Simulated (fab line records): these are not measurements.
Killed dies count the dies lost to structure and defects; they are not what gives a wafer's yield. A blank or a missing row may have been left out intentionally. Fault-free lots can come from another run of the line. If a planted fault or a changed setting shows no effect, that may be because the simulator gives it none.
Matching of chambers -- flow nand_harc -- 4 sister chambers for NHARC_A_CHANNEL_FILL_D1_ALD_14 on ald_hk-01
The step deposits SiO2, target thk 2.5 nm, pulse time 10 s, ald cycles 25. 4 wafers are shown with their chamber, then 7 later ones without.

== WAFERS PAIRED WITH THEIR CHAMBERS ==
wafer,chamber,heater_power_w (W)
L082.1,1,520
L088.5,0,458
L090.2,2,489
L090.4,3,393

== WAFERS WHOSE CHAMBER IS MISSING ==
wafer,heater_power_w (W)
L090.5,383
L094.2,458
L094.4,506
L094.6,384
L096.2,383
L096.3,505
L096.5,493

== WHICH CHAMBER EACH WENT THROUGH ==
wafer,from the rows above,in truth
L090.5,3,3
L094.2,0,0
L094.4,can't be placed: 1 or 2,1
L094.6,3,3
L096.2,3,3
L096.3,can't be placed: 1 or 2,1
L096.5,2,2
Placed correctly: 5 of 7. Can't be placed from these rows: 2 (the true chamber is among the candidates in 2). Number placed wrongly: 0.
How it was worked out, from the rows above alone: a wafer's distance from a chamber is the root of the sum, over the readings, of the square of ((its reading less the chamber's mean) divided by the reading's scatter). The wafer belongs to the nearest chamber; if the next one is less than 2 further off, it can't be placed. A chamber's mean is the mean of its shown wafers. The scatter: root of mean squared gap, hidden wafer to nearest shown wafer, with one shown wafer a chamber.
